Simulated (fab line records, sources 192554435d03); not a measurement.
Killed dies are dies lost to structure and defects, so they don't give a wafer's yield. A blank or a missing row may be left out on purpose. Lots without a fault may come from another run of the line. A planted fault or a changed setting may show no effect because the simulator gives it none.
fab line records | flow n5_finfet
record lots=24 wafers=72 last_day=19
route steps=1938 shown BEOL_M8@1350 BEOL_M9@1401
lots that met no fault: from a run of the same line without faults
start_h: hours from the record's first day to the start of the lot's first wafer shown | wait_h: hours since the lot's step before | " the same as in the row above | L1.1+2: a row that stands for several wafers | - no value, or no start given | * or withheld: withheld | < > ~ a bound
route shown NAME@n: a module of which the file shows steps, and the number in the route of the first | usual: mean/standard deviation of fault-free wafers | same: alike in all rows | chamber/n: place in a boat | sites: the reading at each site | _std_site: their standard deviation | _edge_site: outer sites' mean less inner sites' | radius_mm: how far each site lies from the wafer's centre | mask NAME#n: copy n | behind: the tool/chamber that last shaped the wafer | hold: why the lot was held/for how many hours/how that ended | device: the transistor (n, p or np) that didn't switch | end of line: the same wafers' tests at the end of the route | a step without rows: its recipe alone | killed: dies lost to structure and defects at the first sort, not the wafer's yield | map: a wafer's dies, x killed, . not, _ none there
set.NAME: the setting as run; set.NAME@STEP: as run at that earlier step | model.NAME: the simulator's own value behind a step, which no gauge read
steps of the route over a sample of lots; a table a step, a row a wafer
services: from which hour (start_h, from the record's first day; less than 0 if before it) a tool's chamber was out of use, for how many hours, and why
## steps
# step N5_BEOL_M8_ETCH_62
# recipe chemistry=N2/H2 target=SOC target_depth_a=1100 overetch_a=220 mask_material=SiARC temp_c=40 time_s=165 ion_energy_ev=200 pressure_mtorr=30 source_w=840 bias_w=150 n2_flow_sccm=200 h2_flow_sccm=200
# usual drypump_motor_current_A=5.9/0.36 oes_product_au=0.68/0.066 rf_vpp_V=525/3.3 showerhead_plenum_p_Torr=2.57/0.11 temp_c=40.01/0.11 throttle_valve_pct=17.77/0.17
# columns lot.wafer tool chamber start_h wait_h drypump_motor_current_A oes_product_au rf_hours_counter_h rf_vpp_V showerhead_plenum_p_Torr temp_c throttle_valve_pct
L074.1 rie_diel-05 2 214.39 0.0 5.8 0.75 22 529 2.71 40.03 17.67
L074.2 " 3 " " 6.3 0.59 249 526 2.61 40.13 18.13
L074.3 " 1 " " 5.4 0.64 148 517 2.34 40.03 18.01
L075.1 rie_diel-02 2 223.70 0.0 6.4 0.83 2 522 2.50 40.14 17.67
L075.4 " 0 " " 5.3 0.70 55 528 2.69 39.94 17.59
L075.5 " 3 " " 5.9 0.62 - 526 2.63 39.74 17.78
L076.1 rie_diel-04 2 223.74 0.0 6.1 0.71 75 522 2.47 39.96 18.00
L076.5 " 1 " " 6.1 0.60 - 520 2.40 39.99 17.71
L076.6 " 2 " " 6.1 0.71 - 522 2.47 39.97 17.99
L079.3 rie_diel-05 0 242.74 0.0 5.5 0.63 186 526 2.63 39.86 17.66
L079.4 " 2 " " 5.8 0.74 34 527 2.71 39.98 17.67
L079.6 " 1 " " 5.4 0.63 - 518 2.34 39.91 18.03
L077.2 rie_diel-04 0 243.49 0.0 6.4 0.72 67 528 2.68 40.02 17.60
L077.3 " 1 " " 6.1 0.60 237 519 2.40 40.06 17.72
L077.6 " 3 " " 6.0 0.60 - 522 2.51 40.10 17.82
L078.2 rie_diel-05 3 254.29 0.0 6.3 0.81 4 526 2.61 40.05 17.69
L078.5 " 1 " " 5.4 0.63 - 519 2.33 40.11 18.05
L078.6 " 0 " " 5.5 0.63 - 526 2.63 40.00 17.68
L080.1 rie_diel-04 0 262.78 0.0 6.4 0.72 75 527 2.68 39.88 17.62
L080.2 " 1 " " 6.1 0.59 245 520 2.39 40.07 17.73
L080.6 " 3 " " 6.0 0.60 - 523 2.51 40.03 17.83
L082.1 rie_diel-04 0 271.62 0.0 6.4 0.71 78 526 2.68 40.07 17.61
L082.2 " 1 " " 6.1 0.60 248 519 2.39 40.00 17.75
L082.6 " 2 " " 6.1 0.69 - 522 2.46 39.80 18.05
L081.1 rie_diel-02 2 274.93 0.0 6.4 0.78 22 521 2.50 40.08 17.72
L081.3 " 0 " " 5.3 0.68 72 528 2.69 39.91 17.62
L081.6 " 1 " " 5.4 0.65 - 528 2.66 40.01 17.75
L084.1 rie_diel-04 3 277.85 0.0 6.0 0.59 235 522 2.51 39.94 17.85
L084.2 " 2 " " 6.1 0.69 94 521 2.46 40.00 18.02
L084.5 " 3 " " 6.0 0.60 - 524 2.51 40.02 17.84
L086.1 rie_diel-02 3 287.45 0.0 5.9 0.60 225 526 2.62 39.97 17.81
L086.4 " 1 " " 5.5 0.66 123 526 2.66 39.95 17.75
L086.5 " 1 " " 5.4 0.66 - 526 2.66 39.91 17.73
L085.1 rie_diel-04 0 305.35 0.0 6.4 0.70 91 527 2.67 40.11 17.65
L085.2 " 1 " " 6.1 0.83 6 527 2.71 39.92 17.35
L085.6 " 1 " " 6.1 0.83 - 527 2.71 39.86 17.36
L083.1 rie_diel-05 1 305.43 0.0 5.4 0.62 179 518 2.33 39.95 18.08
L083.3 " 2 " " 5.8 0.72 55 528 2.70 40.09 17.71
L083.5 " 0 " " 5.5 0.61 - 527 2.63 40.16 17.71
L088.1 rie_diel-05 2 308.35 0.0 5.8 0.71 56 529 2.70 40.14 17.72
L088.2 " 0 " " 5.6 0.62 203 525 2.63 40.02 17.70
L088.5 " 0 " " 5.6 0.62 - 527 2.63 39.99 17.71
L087.1 rie_diel-02 1 308.52 0.0 5.5 0.66 131 525 2.66 39.99 17.79
L087.5 " 1 " " 5.5 0.64 - 526 2.66 39.93 17.77
L087.6 " 2 " " 6.4 0.76 - 521 2.49 40.10 17.74
L090.1 rie_diel-05 0 314.27 0.0 5.5 0.62 205 527 2.63 39.65 17.71
L090.4 " 2 " " 5.8 0.71 58 529 2.70 40.00 17.72
L090.5 " 2 " " 5.8 0.71 - 526 2.70 40.01 17.71
L089.1 rie_diel-05 2 314.57 0.0 5.8 0.71 58 530 2.70 39.84 17.73
L089.2 " 3 " " 6.3 0.77 24 526 2.60 40.00 17.73
L089.5 " 0 " " 5.6 0.62 - 526 2.62 39.96 17.70
L091.3 rie_diel-02 2 335.77 0.0 6.4 0.74 43 523 2.49 39.93 17.75
L091.4 " 3 " " 5.9 0.59 237 526 2.62 40.07 17.84
L091.5 " 0 " " 5.3 0.66 - 527 2.68 40.21 17.68
L092.1 rie_diel-04 0 335.98 0.0 6.3 0.69 104 527 2.67 40.10 17.66
L092.3 " 2 " " 6.1 0.67 115 521 2.45 40.09 18.06
L092.5 " 1 " " 6.1 0.79 - 529 2.70 40.20 17.38
L093.3 rie_diel-02 2 336.11 0.0 6.4 0.75 43 522 2.49 40.13 17.76
L093.5 " 0 " " 5.3 0.66 - 529 2.68 40.01 17.66
L093.6 " 3 " " 5.9 0.60 - 526 2.62 39.99 17.83
L094.1 rie_diel-02 3 339.94 0.0 5.9 0.60 239 526 2.62 39.95 17.84
L094.2 " 2 " " 6.4 0.75 44 523 2.49 40.05 17.74
L094.4 " 1 " " 5.5 0.65 142 527 2.65 39.97 17.77
L095.2 rie_diel-05 0 344.30 0.0 5.5 0.61 216 526 2.62 39.94 17.74
L095.5 " 1 " " 5.4 0.61 - 519 2.32 40.17 18.08
L095.6 " 2 " " 5.8 0.70 - 528 2.69 39.96 17.73
L096.1 rie_diel-04 1 368.53 0.0 6.1 0.78 29 528 2.70 40.01 17.39
L096.2 " 0 " " 6.4 0.68 115 528 2.66 40.06 17.68
L096.3 " 2 " " 6.1 0.67 125 522 2.45 39.81 18.08
L097.2 rie_diel-04 1 374.11 0.0 6.1 0.78 31 527 2.70 39.96 17.38
L097.4 " 0 " " 6.4 0.68 117 526 2.66 40.03 17.68
L097.6 " 3 " " 6.0 0.78 - 522 2.49 39.87 17.46
# step N5_BEOL_M8_STRIP_80
# recipe chemistry=N2/H2 time_s=10 power_w=450 temp_c=40 pressure_mtorr=20 rf_frequency_hz=6e+07 bias_power_w=7 n2_flow_sccm=200 h2_flow_sccm=200
# usual drypump_motor_current_A=5.9/0.36 oes_product_au=0.81/0.089 rf_vpp_V=59.3/0.91 showerhead_plenum_p_Torr=2.58/0.12 temp_c=40.01/0.11 throttle_valve_pct=23.59/0.21
# columns lot.wafer tool chamber start_h wait_h drypump_motor_current_A oes_product_au rf_hours_counter_h rf_vpp_V showerhead_plenum_p_Torr temp_c throttle_valve_pct
L074.1 rie_diel-05 3 - - 6.3 0.69 249 60.6 2.61 40.15 23.99
L074.2 " 0 " " 5.6 0.74 175 58.8 2.63 40.19 23.38
L074.3 " 1 " " 5.4 0.75 148 59.2 2.34 40.15 23.86
L075.1 rie_diel-05 1 - - 5.4 0.75 151 58.5 2.33 39.99 23.88
L075.4 " 0 " " 5.6 0.74 - 60.1 2.63 40.00 23.38
L075.5 " 1 " " 5.4 0.74 - 59.9 2.34 40.11 23.87
L076.1 rie_diel-02 3 - - 5.9 0.72 206 60.6 2.63 39.97 23.61
L076.5 " 3 " " 5.9 0.72 - 59.6 2.63 40.05 23.63
L076.6 " 0 " " 5.3 0.83 - 59.5 2.69 40.04 23.49
L079.3 rie_diel-04 2 - - 6.1 0.83 83 59.5 2.46 40.20 23.87
L079.4 " 1 " " 6.1 0.70 237 60.0 2.39 40.12 23.43
L079.6 " 3 " " 6.0 0.71 - 58.9 2.51 40.13 23.59
L077.2 rie_diel-02 0 - - 5.3 0.84 62 59.4 2.69 39.99 23.48
L077.3 " 3 " " 5.9 0.72 212 60.3 2.62 39.97 23.63
L077.6 " 0 " " 5.3 0.83 - 58.6 2.69 40.01 23.49
L078.2 rie_diel-05 2 - - 5.9 0.86 39 60.4 2.70 40.08 23.48
L078.5 " 0 " " 5.5 0.73 - 58.3 2.63 40.07 23.41
L078.6 " 3 " " 6.3 0.95 - 60.1 2.61 39.86 23.66
L080.1 rie_diel-02 0 - - 5.3 0.81 69 60.0 2.68 40.18 23.49
L080.2 " 2 " " 6.4 0.93 19 57.9 2.49 40.01 23.68
L080.6 " 3 " " 5.9 0.70 - 59.3 2.62 39.95 23.64
L082.1 rie_diel-05 1 - - 5.4 0.73 170 58.7 2.33 39.99 23.91
L082.2 " 2 " " 5.8 0.86 45 59.6 2.70 39.95 23.47
L082.6 " 2 " " 5.8 0.85 - 57.9 2.70 39.88 23.48
L081.1 rie_diel-05 3 - - 6.4 0.92 11 58.6 2.60 40.08 23.66
L081.3 " 1 " " 5.5 0.73 171 57.9 2.33 40.07 23.89
L081.6 " 2 " " 5.8 0.85 - 58.5 2.70 40.04 23.48
L084.1 rie_diel-04 3 - - 6.0 0.70 236 59.7 2.50 39.94 23.62
L084.2 " 0 " " 6.4 0.84 82 58.2 2.67 40.09 23.51
L084.5 " 0 " " 6.4 0.83 - 60.3 2.67 39.99 23.51
L086.1 rie_diel-05 0 - - 5.5 0.72 197 58.0 2.62 40.16 23.42
L086.4 " 1 " " 5.4 0.73 174 58.2 2.33 40.13 23.91
L086.5 " 3 " " 6.3 0.91 - 59.5 2.60 39.95 23.67
L085.1 rie_diel-05 1 - - 5.4 0.73 179 58.2 2.32 39.99 23.91
L085.2 " 3 " " 6.3 0.90 21 59.4 2.60 40.02 23.68
L085.6 " 3 " " 6.3 0.90 - 59.2 2.60 40.05 23.67
L083.1 rie_diel-04 1 - - 6.1 0.99 7 60.8 2.70 40.01 23.18
L083.3 " 0 " " 6.4 0.82 92 60.8 2.67 40.05 23.54
L083.5 " 1 " " 6.1 1.00 - 59.5 2.70 39.87 23.19
L088.1 rie_diel-04 2 - - 6.2 0.81 105 58.4 2.45 39.93 23.91
L088.2 " 1 " " 6.1 0.98 7 60.2 2.70 40.09 23.19
L088.5 " 0 " " 6.4 0.83 - 58.8 2.67 39.94 23.52
L087.1 rie_diel-05 3 - - 6.3 0.90 22 57.2 2.60 39.98 23.67
L087.5 " 2 " " 5.8 0.84 - 60.1 2.69 40.17 23.49
L087.6 " 3 " " 6.3 0.89 - 59.1 2.60 39.79 23.68
L089.1 rie_diel-04 0 - - 6.4 0.83 94 60.2 2.66 39.67 23.52
L089.2 " 2 " " 6.1 0.80 106 58.7 2.45 39.87 23.90
L089.5 " 2 " " 6.1 0.80 - 58.5 2.45 40.05 23.89
L090.1 rie_diel-04 0 - - 6.4 0.82 95 60.5 2.66 40.08 23.50
L090.4 " 3 " " 6.0 0.69 248 58.6 2.50 40.00 23.64
L090.5 " 1 " " 6.1 0.99 - 61.0 2.70 40.08 23.16
L091.3 rie_diel-04 2 - - 6.1 0.80 116 59.0 2.45 40.10 23.91
L091.4 " 3 " " 6.0 0.98 1 58.4 2.49 39.88 23.36
L091.5 " 3 " " 6.0 0.98 - 59.4 2.49 39.92 23.36
L092.1 rie_diel-05 1 - - 5.4 0.72 191 58.1 2.32 39.89 23.93
L092.3 " 0 " " 5.6 0.72 214 58.5 2.62 39.97 23.45
L092.5 " 1 " " 5.4 0.72 - 57.7 2.32 40.04 23.92
L093.3 rie_diel-04 3 - - 6.0 0.98 1 59.9 2.49 39.95 23.34
L093.5 " 1 " " 6.1 0.96 - 60.4 2.70 39.78 23.19
L093.6 " 2 " " 6.1 0.79 - 57.4 2.45 40.19 23.92
L094.1 rie_diel-02 3 - - 5.9 0.69 240 58.4 2.61 40.09 23.66
L094.2 " 0 " " 5.3 0.79 96 59.0 2.67 40.18 23.54
L094.4 " 2 " " 6.4 0.88 45 60.5 2.48 40.15 23.70
L095.2 rie_diel-02 2 - - 6.4 0.88 47 58.8 2.48 39.94 23.70
L095.5 " 1 " " 5.5 0.75 - 59.2 2.64 40.04 23.56
L095.6 " 0 " " 5.3 0.79 - 60.1 2.67 40.16 23.55
L096.1 rie_diel-05 2 - - 5.8 0.81 81 60.1 2.68 40.20 23.53
L096.2 " 1 " " 5.4 0.71 205 57.5 2.31 39.92 23.96
L096.3 " 0 " " 5.5 0.70 228 59.6 2.61 39.96 23.45
L097.2 rie_diel-05 0 - - 5.5 0.71 230 59.4 2.61 40.06 23.47
L097.4 " 3 " " 6.4 0.87 42 57.9 2.59 39.91 23.71
L097.6 " 3 " " 6.3 0.88 - 59.8 2.59 39.80 23.70
# step N5_BEOL_M8_DEP_56
# recipe material=SiCN target_thk_a=100 temp_c=withheld precursor=3MS/NH3 pressure_torr=3 rf_w=202 time_s=17.5
# usual showerhead_plenum_p_Torr=3.665/0.012 throttle_valve_pct=9.3/0.63
# columns lot.wafer tool chamber start_h wait_h showerhead_plenum_p_Torr throttle_valve_pct
L074.1 pecvd-02 1 219.10 0.0 3.652 10.2
L074.2 " 0 " " 3.656 8.9
L074.3 " 1 " " 3.658 10.2
L075.1 pecvd-02 0 230.17 0.0 3.654 8.9
L075.4 " 0 " " 3.648 8.7
L075.5 " 1 " " 3.657 10.5
L076.1 pecvd-04 0 230.81 0.0 3.667 8.5
L076.5 " 1 " " 3.690 9.4
L076.6 " 0 " " 3.657 8.8
L079.3 pecvd-04 0 247.98 0.0 3.660 9.0
L079.4 " 2 " " 3.654 9.1
L079.6 " 0 " " 3.664 8.6
L077.2 pecvd-01 2 249.71 0.0 3.664 9.8
L077.3 " 0 " " 3.657 8.4
L077.6 " 0 " " 3.656 8.7
L078.2 pecvd-01 0 260.10 0.0 3.660 8.8
L078.5 " 2 " " 3.657 9.4
L078.6 " 1 " " 3.680 9.9
L080.1 pecvd-01 2 269.45 0.0 3.669 9.6
L080.2 " 1 " " 3.668 9.8
L080.6 " 2 " " 3.670 9.8
L082.1 pecvd-02 1 276.66 0.0 3.664 10.1
L082.2 " 2 " " 3.679 8.5
L082.6 " 0 " " 3.649 9.0
L081.1 pecvd-01 2 281.81 0.0 3.670 9.4
L081.3 " 1 " " 3.668 9.8
L081.6 " 1 " " 3.655 10.0
L084.1 pecvd-04 0 286.70 0.0 3.661 8.9
L084.2 " 2 " " 3.656 8.8
L084.5 " 1 " " 3.687 9.5
L086.1 pecvd-02 0 295.66 0.0 3.664 9.1
L086.4 " 0 " " 3.657 9.0
L086.5 " 2 " " 3.677 8.2
L085.1 pecvd-02 0 310.52 0.0 3.646 9.1
L085.2 " 1 " " 3.661 9.8
L085.6 " 1 " " 3.664 9.9
L083.1 pecvd-02 1 310.79 0.0 3.656 10.0
L083.3 " 0 " " 3.648 9.4
L083.5 " 0 " " 3.658 9.2
L088.1 pecvd-01 1 314.20 0.0 3.665 9.5
L088.2 " 2 " " 3.667 9.7
L088.5 " 1 " " 3.668 9.9
L087.1 pecvd-01 2 314.47 0.0 3.663 9.7
L087.5 " 2 " " 3.666 9.6
L087.6 " 1 " " 3.674 10.0
L089.1 pecvd-04 0 320.70 0.0 3.657 8.8
L089.2 " 2 " " 3.653 9.1
L089.5 " 2 " " 3.664 8.9
L090.1 pecvd-02 0 323.90 0.0 3.654 9.1
L090.4 " 1 " " 3.650 10.4
L090.5 " 2 " " 3.683 8.4
L092.1 pecvd-02 2 342.88 0.0 3.688 8.3
L092.3 " 0 " " 3.641 9.3
L092.5 " 1 " " 3.661 10.2
L091.3 pecvd-04 1 343.47 0.0 3.682 9.2
L091.4 " 0 " " 3.663 8.8
L091.5 " 2 " " 3.667 9.3
L093.3 pecvd-02 0 344.02 0.0 3.646 8.8
L093.5 " 2 " " 3.685 8.3
L093.6 " 1 " " 3.667 10.2
L094.1 pecvd-01 2 346.16 0.0 3.655 9.7
L094.2 " 1 " " 3.667 9.8
L094.4 " 0 " " 3.661 8.5
L095.2 pecvd-04 2 354.96 0.0 3.663 8.9
L095.5 " 0 " " 3.660 8.8
L095.6 " 2 " " 3.664 9.2
L096.1 pecvd-01 2 376.57 0.0 3.653 9.6
L096.2 " 0 " " 3.663 8.6
L096.3 " 1 " " 3.675 9.9
L097.2 pecvd-01 2 379.60 0.0 3.665 9.7
L097.4 " 2 " " 3.653 10.0
L097.6 " 1 " " 3.665 9.7
# step N5_BEOL_M9_ILD_DEP_00
# recipe material=SiCOH_lowk target_thk_a=3085.1 temp_c=300 precursor=DEMS/porogen pressure_torr=5 rf_w=500 time_s=58
# usual heater_power_w=282/47 showerhead_plenum_p_Torr=5.741/0.013 throttle_valve_pct=14.2/1.2
# columns lot.wafer tool chamber start_h wait_h heater_power_w showerhead_plenum_p_Torr throttle_valve_pct
L074.1 pecvd-01 0 219.25 0.0 238 5.752 13.3
L074.2 " 2 " " 211 5.739 14.7
L074.3 " 1 " " 238 5.742 14.7
L075.1 pecvd-01 1 230.33 0.0 233 5.742 15.1
L075.4 " 1 " " 247 5.731 15.3
L075.5 " 0 " " 216 5.738 13.2
L076.1 pecvd-02 1 230.95 0.0 312 5.736 15.3
L076.5 " 0 " " 260 5.732 13.9
L076.6 " 1 " " 336 5.740 15.6
L079.3 pecvd-02 1 248.11 0.0 320 5.757 15.4
L079.4 " 0 " " 274 5.734 13.8
L079.6 " 1 " " 325 5.739 15.8
L077.2 pecvd-03 1 249.85 0.0 267 5.763 15.8
L077.3 " 2 " " 349 5.731 13.0
L077.6 " 0 " " 283 5.742 13.2
L078.2 pecvd-01 1 260.24 0.0 285 5.748 14.9
L078.5 " 1 " " 221 5.721 14.7
L078.6 " 2 " " 231 5.736 15.2
L080.1 pecvd-02 0 269.58 0.0 261 5.729 14.1
L080.2 " 1 " " 310 5.743 15.4
L080.6 " 1 " " 308 5.720 15.6
L082.1 pecvd-02 0 276.79 0.0 266 5.728 13.7
L082.2 " 1 " " 295 5.736 15.8
L082.6 " 2 " " 310 5.758 12.5
L081.1 pecvd-03 1 281.95 0.0 278 5.736 15.9
L081.3 " 1 " " 284 5.757 16.0
L081.6 " 1 " " 283 5.761 16.0
L084.1 pecvd-01 2 286.84 0.0 241 5.750 14.7
L084.2 " 1 " " 265 5.752 14.8
L084.5 " 1 " " 275 5.751 14.8
L086.1 pecvd-03 2 295.79 0.0 333 5.733 12.8
L086.4 " 1 " " 254 5.732 15.8
L086.5 " 2 " " 324 5.744 13.1
L085.1 pecvd-03 2 310.65 0.0 354 5.744 12.9
L085.2 " 1 " " 276 5.749 16.0
L085.6 " 1 " " 281 5.757 16.1
L083.1 pecvd-02 0 310.92 0.0 283 5.719 13.9
L083.3 " 1 " " 320 5.748 15.6
L083.5 " 1 " " 320 5.732 15.7
L088.1 pecvd-01 1 314.34 0.0 228 5.744 14.8
L088.2 " 0 " " 258 5.731 12.9
L088.5 " 1 " " 239 5.739 15.1
L087.1 pecvd-02 2 314.60 0.0 371 5.757 12.7
L087.5 " 2 " " 372 5.759 12.6
L087.6 " 0 " " 269 5.734 14.0
L089.1 pecvd-02 0 320.85 0.0 225 5.733 13.8
L089.2 " 2 " " 310 5.746 12.8
L089.5 " 0 " " 240 5.717 13.9
L090.1 pecvd-01 2 324.03 0.0 233 5.743 14.9
L090.4 " 2 " " 241 5.723 14.7
L090.5 " 0 " " 226 5.751 13.3
L092.1 pecvd-03 2 343.01 0.0 356 5.733 13.1
L092.3 " 0 " " 307 5.743 13.3
L092.5 " 1 " " 277 5.740 15.8
L091.3 pecvd-01 0 343.61 0.0 227 5.748 13.1
L091.4 " 0 " " 237 5.732 13.2
L091.5 " 1 " " 236 5.740 15.1
L093.3 pecvd-03 2 344.16 0.0 318 5.721 13.1
L093.5 " 1 " " 279 5.743 16.0
L093.6 " 2 " " 317 5.741 13.0
L094.1 pecvd-03 0 346.29 0.0 291 5.739 13.2
L094.2 " 1 " " 277 5.749 16.0
L094.4 " 0 " " 297 5.745 13.1
L095.2 pecvd-02 0 355.09 0.0 219 5.732 13.8
L095.5 " 2 " " 367 5.762 12.7
L095.6 " 0 " " 233 5.728 13.9
L096.1 pecvd-02 2 376.71 0.0 368 5.768 12.8
L096.2 " 0 " " 236 5.731 13.9
L096.3 " 1 " " 297 5.739 15.6
L097.2 pecvd-03 0 379.73 0.0 316 5.742 13.1
L097.4 " 2 " " 336 5.731 13.1
L097.6 " 1 " " 284 5.757 15.8
# step N5_BEOL_M9_CURE_71
# recipe temp_c=385 time_s=240 ambient=He/Ar material=SiCOH_lowk
# usual lamp_power_pct=52.31/0.049 wafer_temp_C_max=386.8/0.68
# columns lot.wafer tool chamber start_h wait_h lamp_power_pct wafer_temp_C_max
L074.1 uv_cure-01 1 219.33 0.0 52.31 388.8
L074.2 " 1 " " 52.27 388.3
L074.3 " 1 " " 52.31 387.1
L075.1 uv_cure-01 2 230.40 0.0 52.30 386.0
L075.4 " 2 " " 52.38 385.9
L075.5 " 2 " " 52.37 386.1
L076.1 uv_cure-03 2 231.05 0.1 52.31 387.6
L076.5 " 2 " " 52.36 387.2
L076.6 " 2 " " 52.38 388.1
L079.3 uv_cure-03 1 248.35 0.2 52.34 386.1
L079.4 " 1 " " 52.30 386.2
L079.6 " 1 " " 52.34 386.5
L077.2 uv_cure-01 2 250.00 0.1 52.27 386.4
L077.3 " 2 " " 52.29 386.8
L077.6 " 2 " " 52.30 386.7
L078.2 uv_cure-03 0 260.50 0.2 52.35 386.7
L078.5 " 0 " " 52.32 386.6
L078.6 " 0 " " 52.33 386.7
L080.1 uv_cure-03 1 269.86 0.3 52.32 387.1
L080.2 " 1 " " 52.35 386.9
L080.6 " 1 " " 52.25 386.5
L082.1 uv_cure-02 1 277.16 0.3 52.32 386.1
L082.2 " 1 " " 52.37 386.0
L082.6 " 1 " " 52.42 386.0
L081.1 uv_cure-03 0 282.05 0.1 52.37 386.7
L081.3 " 0 " " 52.24 386.5
L081.6 " 0 " " 52.37 386.1
L084.1 uv_cure-03 0 286.93 0.1 52.31 386.8
L084.2 " 0 " " 52.42 386.3
L084.5 " 0 " " 52.38 387.0
L086.1 uv_cure-03 1 295.87 0.0 52.37 386.6
L086.4 " 1 " " 52.28 386.9
L086.5 " 1 " " 52.41 387.0
L085.1 uv_cure-01 0 310.73 0.0 52.31 386.3
L085.2 " 0 " " 52.30 386.5
L085.6 " 0 " " 52.23 386.3
L083.1 uv_cure-02 0 311.14 0.2 52.31 386.6
L083.3 " 0 " " 52.29 386.1
L083.5 " 0 " " 52.33 386.4
L088.1 uv_cure-02 0 314.42 0.0 52.32 386.1
L088.2 " 0 " " 52.30 386.5
L088.5 " 0 " " 52.21 386.4
L087.1 uv_cure-02 2 314.90 0.3 52.25 388.7
L087.5 " 2 " " 52.28 387.5
L087.6 " 2 " " 52.35 387.1
L089.1 uv_cure-03 2 320.93 0.0 52.35 387.7
L089.2 " 2 " " 52.32 387.7
L089.5 " 2 " " 52.29 388.5
L090.1 uv_cure-02 1 324.11 0.0 52.27 386.2
L090.4 " 1 " " 52.33 386.6
L090.5 " 1 " " 52.35 386.2
L092.1 uv_cure-01 1 343.09 0.0 52.39 388.2
L092.3 " 1 " " 52.30 387.3
L092.5 " 1 " " 52.30 389.2
L091.3 uv_cure-01 0 343.84 0.2 52.32 386.4
L091.4 " 0 " " 52.40 386.9
L091.5 " 0 " " 52.34 386.8
L093.3 uv_cure-01 0 344.39 0.2 52.30 386.8
L093.5 " 0 " " 52.29 387.2
L093.6 " 0 " " 52.28 386.7
L094.1 uv_cure-03 0 346.36 0.0 52.35 386.1
L094.2 " 0 " " 52.29 386.4
L094.4 " 0 " " 52.31 386.0
L095.2 uv_cure-03 0 355.25 0.1 52.24 386.3
L095.5 " 0 " " 52.34 386.2
L095.6 " 0 " " 52.32 386.6
L096.1 uv_cure-01 1 376.79 0.0 52.32 386.9
L096.2 " 1 " " 52.36 387.9
L096.3 " 1 " " 52.31 387.4
L097.2 uv_cure-02 0 379.89 0.1 52.21 386.5
L097.4 " 0 " " 52.28 386.2
L097.6 " 0 " " 52.28 386.9
# step N5_BEOL_M9_HM_DEP_02
# recipe material=TiN target_thk_a=200 temp_c=25 chamber_pressure_pa=0.49996
# usual throttle_valve_pct=30.0/1.2
# columns lot.wafer tool chamber start_h wait_h throttle_valve_pct
L074.1 pvd_sputter-02 - 220.59 0.7 31.6
L074.2 " - " " 29.1
L074.3 " - " " 31.4
L075.1 pvd_sputter-03 - 233.62 2.6 30.5
L075.4 " - " " 29.9
L075.5 " - " " 30.9
L076.1 pvd_sputter-01 - 233.76 2.1 27.8
L076.5 " - " " 29.1
L076.6 " - " " 30.5
L079.3 pvd_sputter-01 - 250.33 1.6 30.2
L079.4 " - " " 30.7
L079.6 " - " " 29.1
L077.2 pvd_sputter-01 - 251.17 0.7 29.0
L077.3 " - " " 27.9
L077.6 " - " " 29.2
L078.2 pvd_sputter-01 - 262.22 1.2 30.7
L078.5 " - " " 27.6
L078.6 " - " " 30.1
L080.1 pvd_sputter-01 - 271.00 0.6 30.6
L080.2 " - " " 30.2
L080.6 " - " " 30.3
L082.1 pvd_sputter-02 - 278.13 0.4 28.8
L082.2 " - " " 31.5
L082.6 " - " " 31.7
L081.1 pvd_sputter-02 - 286.68 4.1 31.4
L081.3 " - " " 31.4
L081.6 " - " " 31.6
L084.1 pvd_sputter-02 - 292.81 5.0 29.0
L084.2 " - " " 29.4
L084.5 " - " " 31.8
L086.1 pvd_sputter-03 - 296.80 0.4 30.9
L086.4 " - " " 30.4
L086.5 " - " " 30.8
L085.1 pvd_sputter-01 - 313.82 2.5 27.8
L085.2 " - " " 30.2
L085.6 " - " " 30.3
L083.1 pvd_sputter-03 - 314.06 2.4 30.3
L083.3 " - " " 30.5
L083.5 " - " " 30.9
L088.1 pvd_sputter-03 - 317.42 2.4 30.6
L088.2 " - " " 30.6
L088.5 " - " " 30.5
L087.1 pvd_sputter-03 - 317.72 2.2 30.3
L087.5 " - " " 30.0
L087.6 " - " " 30.8
L089.1 pvd_sputter-01 - 322.02 0.5 27.7
L089.2 " - " " 30.2
L089.5 " - " " 29.0
L090.1 pvd_sputter-03 - 325.87 0.7 30.1
L090.4 " - " " 31.2
L090.5 " - " " 30.9
L092.1 pvd_sputter-02 - 344.41 0.8 28.9
L092.3 " - " " 29.2
L092.5 " - " " 31.4
L091.3 pvd_sputter-02 - 345.01 0.8 31.3
L091.4 " - " " 31.5
L091.5 " - " " 31.5
L093.3 pvd_sputter-02 - 345.11 0.3 29.2
L093.5 " - " " 31.6
L093.6 " - " " 29.1
L094.1 pvd_sputter-02 - 350.67 3.7 28.9
L094.2 " - " " 31.6
L094.4 " - " " 31.6
L095.2 pvd_sputter-01 - 357.95 2.2 27.7
L095.5 " - " " 29.1
L095.6 " - " " 30.9
L096.1 pvd_sputter-02 - 378.17 0.8 29.4
L096.2 " - " " 31.5
L096.3 " - " " 31.8
L097.2 pvd_sputter-02 - 383.14 2.8 29.0
L097.4 " - " " 31.5
L097.6 " - " " 29.2
## services
# columns tool chamber start_h hours kind
pecvd-04 - 198.44 0.5 repair
pecvd-02 2 202.38 - clean
pecvd-04 2 216.90 6.0 repair
rie_diel-05 3 226.36 1.8 repair
rie_diel-05 3 228.48 - clean
rie_diel-05 3 228.48 - consumable_replace:focus_ring
rie_diel-05 3 228.48 13.1 scheduled_down
rie_diel-05 3 228.48 13.1 vent_cycle
uv_cure-03 - 228.57 2.1 pm
uv_cure-01 - 256.47 24.0 repair
rie_diel-05 0 267.67 7.6 repair
pecvd-01 - 273.03 1.2 repair
uv_cure-03 - 273.72 7.6 repair
pecvd-03 0 279.12 5.2 repair
pecvd-01 - 288.17 2.8 pm
uv_cure-03 - 294.73 0.2 repair
uv_cure-03 - 294.93 0.3 repair
pecvd-03 - 297.02 5.5 pm
uv_cure-03 - 304.41 0.4 repair
rie_diel-02 3 321.37 8.5 repair
pecvd-02 1 333.33 8.4 repair
rie_diel-05 3 337.33 15.2 repair
pecvd-04 0 344.39 3.6 repair
rie_diel-02 1 356.92 13.5 repair
## key
fault none
